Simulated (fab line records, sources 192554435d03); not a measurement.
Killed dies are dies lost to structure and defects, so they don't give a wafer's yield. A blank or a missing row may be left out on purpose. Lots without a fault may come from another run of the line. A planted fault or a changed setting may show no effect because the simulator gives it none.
Chamber matching | flow n5_finfet | N5_BEOL_M11_STRIP_67 on rie_diel-04: 4 sister chambers
The step strips in CF4. 14 wafers are shown with their chamber, then 7 later ones without.

WAFERS WITH THEIR CHAMBER
wafer  | chamber | showerhead_plenum_p_Torr (Torr) | throttle_valve_pct (%) | drypump_motor_current_A (A)
L074.4 | 0       | 1.84                            | 13.24                  | 5.6
L074.5 | 1       | 1.84                            | 13.92                  | 6.3
L074.6 | 2       | 1.74                            | 13.00                  | 6.2
L077.1 | 2       | 1.74                            | 13.03                  | 6.2
L077.2 | 1       | 1.84                            | 13.94                  | 6.3
L077.5 | 1       | 1.84                            | 13.94                  | 6.3
L079.3 | 2       | 1.74                            | 13.05                  | 6.2
L079.4 | 3       | 1.84                            | 13.41                  | 5.9
L079.5 | 2       | 1.74                            | 13.05                  | 6.2
L082.1 | 0       | 1.83                            | 13.27                  | 5.6
L082.3 | 3       | 1.84                            | 13.42                  | 5.9
L082.5 | 3       | 1.84                            | 13.40                  | 5.9
L080.2 | 0       | 1.83                            | 13.26                  | 5.6
L080.5 | 0       | 1.83                            | 13.27                  | 5.7

SIGNATURES (means of the wafers above)
reading                  | chamber 0 | chamber 1 | chamber 2 | chamber 3 | scatter within a chamber
showerhead_plenum_p_Torr | 1.8325    | 1.8400    | 1.7400    | 1.8400    | 0.00274
throttle_valve_pct       | 13.2600   | 13.9333   | 13.0325   | 13.4100   | 0.0166
drypump_motor_current_A  | 5.625     | 6.300     | 6.200     | 5.900     | 0.0274
Rule: a wafer's distance from a chamber is the root of the sum, over the readings, of the square of ((its reading less the chamber's mean) divided by the reading's scatter). The wafer belongs to the nearest chamber; if the next one is less than 2 further off, it can't be placed. The scatter: the root of (the sum of the squares of (reading less its chamber's mean) over the shown wafers, divided by (wafers less chambers)).

WAFERS WITHOUT THEIR CHAMBER
wafer  | showerhead_plenum_p_Torr (Torr) | throttle_valve_pct (%) | drypump_motor_current_A (A)
L080.6 | 1.74                            | 13.06                  | 6.2
L086.3 | 1.84                            | 13.43                  | 5.9
L086.4 | 1.83                            | 13.30                  | 5.6
L086.5 | 1.84                            | 13.45                  | 5.9
L095.2 | 1.83                            | 13.44                  | 6.3
L095.3 | 1.83                            | 13.48                  | 5.9
L095.4 | 1.82                            | 13.34                  | 5.6

WHICH CHAMBER EACH WENT THROUGH
wafer  | from the rows above | in truth
L080.6 | 2                   | 2
L086.3 | 3                   | 3
L086.4 | 0                   | 0
L086.5 | 3                   | 3
L095.2 | 3                   | 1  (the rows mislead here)
L095.3 | 3                   | 3
L095.4 | 0                   | 0
Placed correctly: 6 of 7. Can't be placed from these rows: 0. Placed wrongly: 1.
